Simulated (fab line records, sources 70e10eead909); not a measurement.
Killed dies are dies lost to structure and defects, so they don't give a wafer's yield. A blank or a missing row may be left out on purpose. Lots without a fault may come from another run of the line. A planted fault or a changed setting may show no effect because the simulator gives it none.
Chamber matching | flow nand_harc | NHARC_P_BONDPAD_CMP_32 on cmp-02: 4 sister chambers
The step polishes SiCN, target thk 200 nm. 24 wafers are shown with their chamber, then 12 later ones without.

WAFERS WITH THEIR CHAMBER
wafer  | chamber | motor_current_A (A) | edge_zone_pressure_frac
L075.1 | 1       | 11.1                | 0.992
L075.4 | 2       | 10.6                | 0.995
L075.6 | 0       | 12.9                | 0.999
L078.1 | 1       | 11.0                | 0.998
L078.2 | 0       | 13.1                | 1.003
L078.6 | 3       | 10.7                | 0.992
L079.2 | 3       | 11.1                | 0.990
L079.5 | 1       | 11.0                | 1.005
L079.6 | 0       | 12.8                | 1.005
L082.2 | 0       | 12.9                | 1.004
L082.4 | 3       | 10.8                | 0.992
L082.5 | 1       | 11.1                | 1.003
L083.1 | 0       | 11.9                | 0.999
L083.2 | 3       | 11.2                | 1.006
L083.4 | 1       | 10.8                | 0.998
L087.2 | 2       | 10.8                | 1.010
L087.5 | 0       | 13.2                | 1.005
L087.6 | 1       | 11.2                | 0.991
L088.3 | 3       | 10.8                | 0.996
L088.5 | 0       | 12.3                | 0.997
L088.6 | 3       | 11.5                | 1.008
L089.2 | 0       | 13.2                | 1.000
L089.4 | 2       | 11.1                | 0.992
L089.5 | 3       | 11.3                | 1.004

SIGNATURES (means of the wafers above)
reading                 | chamber 0 | chamber 1 | chamber 2 | chamber 3 | scatter within a chamber
motor_current_A         | 12.787    | 11.033    | 10.833    | 11.057    | 0.335
edge_zone_pressure_frac | 1.00150   | 0.99783   | 0.99900   | 0.99829   | 0.00613
Rule: a wafer's distance from a chamber is the root of the sum, over the readings, of the square of ((its reading less the chamber's mean) divided by the reading's scatter). The wafer belongs to the nearest chamber; if the next one is less than 2 further off, it can't be placed. The scatter: the root of (the sum of the squares of (reading less its chamber's mean) over the shown wafers, divided by (wafers less chambers)).

WAFERS WITHOUT THEIR CHAMBER
wafer  | motor_current_A (A) | edge_zone_pressure_frac
L090.2 | 10.9                | 0.998
L090.5 | 12.7                | 0.994
L090.6 | 10.7                | 0.993
L091.1 | 11.2                | 1.002
L091.2 | 10.7                | 0.997
L091.3 | 12.5                | 0.999
L093.4 | 11.5                | 1.004
L093.5 | 11.1                | 1.005
L093.6 | 10.7                | 0.999
L096.1 | 11.4                | 0.988
L096.4 | 12.7                | 0.996
L096.6 | 10.6                | 0.997

WHICH CHAMBER EACH WENT THROUGH
wafer  | from the rows above          | in truth
L090.2 | can't be placed: 2 or 1 or 3 | 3
L090.5 | 0                            | 0
L090.6 | can't be placed: 2 or 1 or 3 | 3
L091.1 | can't be placed: 3 or 1 or 2 | 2
L091.2 | can't be placed: 2 or 1 or 3 | 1
L091.3 | 0                            | 0
L093.4 | can't be placed: 3 or 1 or 2 | 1
L093.5 | can't be placed: 3 or 1 or 2 | 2
L093.6 | can't be placed: 2 or 1 or 3 | 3
L096.1 | can't be placed: 1 or 3 or 2 | 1
L096.4 | 0                            | 0
L096.6 | can't be placed: 2 or 1 or 3 | 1
Placed correctly: 3 of 12. Can't be placed from these rows: 9 (the true chamber is among the candidates in 9). Placed wrongly: 0.
